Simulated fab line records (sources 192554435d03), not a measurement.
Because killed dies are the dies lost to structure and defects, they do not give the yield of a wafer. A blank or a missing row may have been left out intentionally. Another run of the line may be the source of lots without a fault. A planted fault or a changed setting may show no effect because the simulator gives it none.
A lot that was struck, set against a sound lot :: flow n5 finfet :: 30 steps out of a route of 1938
Sound: wafers L289.4, L289.5, L289.6. Wafers struck: L280.1, L280.5, L280.6. At the end, the cause is stated.
Order at every step that has rows: each side's tool, ch and its chambers, its first start. Under that, the readings that differ: sound wafers :: struck wafers :: difference of the means :: sigmas: that difference in standard deviations of wafers without a fault.
alike: same words and numbers on both sides, and readings whose means sit less than 2 such deviations apart. not compared: any withheld reading, any reading some wafer has no value for, any bound like >300 that may hide the same value, and any number with overlapping values for which the record gives no deviation.
Wherever a step has rows on one side only, a row that says differs or no value, or a row with sigmas, the two part there. Non-overlapping numbers with no deviation appear without sigmas and do not part them. Lack of a reading on every wafer of one side parts them only where that side has two or more wafers.

first, 12 steps without rows for these wafers: N5_SD_EPI_N_STRIP_36 (strips in N2/H2); N5_SD_EPI_N_ETCHBACK_44 (etches SiNx in CH3F/O2, stops on SiO2, target depth 14.5 nm); N5_SD_EPI_N_ETCH_45 (etches SiOCN in CH3F/O2, target depth 6 nm); N5_SD_EPI_N_ETCH_16 (etches SiO2 in CHF3/O2, target depth 5 nm); N5_SD_EPI_N_STRIP_47 (strips in CHF3/O2); N5_SD_EPI_N_SD_RECESS_17 (chemistry HBr/Cl2/O2, target depth 41 nm, time 23.7 s, bt time 3 s); N5_SD_EPI_N_STRIP_38 (strips in N2/H2); N5_SD_EPI_N_WET_ETCH_43 (etches SiO2 in dHF, time 14 s, target depth 1.5 nm); N5_SD_EPI_N_STRIP_18 (strips in SPM, time 750 s); N5_SD_EPI_N_SRD_20 (time 30 s); N5_SD_EPI_N_PRECLEAN_48 (cleans in NF3:NH3, afs cycles 2, time 20 s, sublimation time 60 s); N5_SD_EPI_N_VAPOR_ETCH_50 (etches Si in HCl, time 54 s).
N5_SD_EPI_N_EPI_21: deposits Si:P, time 690 s.
  sound on epi rpcvd-03 ch 0, day 8 09:35; struck on epi rpcvd-01 ch 0, day 5 19:52
  alike: susceptor temp C
then, 4 steps without rows for these wafers: N5_SD_EPI_N_PRECLEAN_24 (cleans in O3/DIW, time 60 s); N5_SD_EPI_N_SRD_25 (time 30 s); N5_SD_EPI_N_PRECLEAN_49 (cleans in NF3:NH3, afs cycles 1, time 20 s, sublimation time 60 s); N5_SD_EPI_N_LINER_46 (material SiNx, target thk 3 nm).
N5_SD_EPI_N_INSPECT_26: inspects for defects (darkfield).
  sound: defect inspect-01 at day 8 11:21; struck: defect inspect-02 at day 5 22:43
reading: raw defect count
sound: 259 225 225
struck: 1359 1269 1407
difference: +1109
sigmas: +32
then, 8 steps without rows for these wafers: N5_SD_EPI_P_COAT_34 (time 60 s, resist thk 350 nm); N5_SD_EPI_P_COAT_35 (time 60 s, resist thk 35 nm); N5_SD_EPI_P_COAT_03 (resist thk 150 nm); N5_SD_EPI_P_EBR_05; N5_SD_EPI_P_SOFTBAKE_04 (time 60 s); N5_SD_EPI_P_EXPOSE_06 (exposes mask SD P BLK, target cd 240 nm); N5_SD_EPI_P_PEB_07 (peb time 60 s); N5_SD_EPI_P_DEVELOP_08 (develop time 30 s).
N5_SD_EPI_P_INSPECT_11: inspects for defects (macro).
  sound: defect inspect-01 at day 8 11:48; struck: defect inspect-02 at day 5 23:10
reading: raw defect count
sound: 0 0 1
struck: >300 >300 >300
difference: differs
sigmas: 
then, 1 step without rows for these wafers: N5_SD_EPI_P_DESCUM_14 (chemistry O2, time 7.9 s).
-- the record jumps here: 6 days lie between the struck wafers' starts before and after (it left off in module SD_EPI_P and takes up again in module BEOL_M4, whose first step shown is number 1111 of the route) --
N5_BEOL_M4_RC_MEAS_101:
  sound on prober-01 ch 0, day 14 22:59; struck on prober-01 ch 0, day 11 14:42
reading: DIBL_N (mV/V)
sound: 36.9 37.7 37.2
struck: 33.7 35.5 33.3
difference: -3.1
sigmas: -2

reading: VT_P (mV)
sound: -254 -251 -255
struck: -244 -245 -245
difference: +9
sigmas: +3
  alike: DIBL_P, IOFF_N, IOFF_P, ION_N, ION_P, SS_N, SS_P, VT_N
-- here the record skips 4 days between the struck wafers' starts before and after, leaving off in module BEOL_M4 and picking up in module PASSIVATION (first step shown: number 1936 of the route) --
N5_PASSIVATION_PROBE_49:
  the record has rows for the struck wafers here (prober-01, day 15 17:24) and none for the sound ones

WHERE THEY PART
First at N5_SD_EPI_N_INSPECT_26; last, within this record, at N5_PASSIVATION_PROBE_49.

WHY: the cause the simulator had injected
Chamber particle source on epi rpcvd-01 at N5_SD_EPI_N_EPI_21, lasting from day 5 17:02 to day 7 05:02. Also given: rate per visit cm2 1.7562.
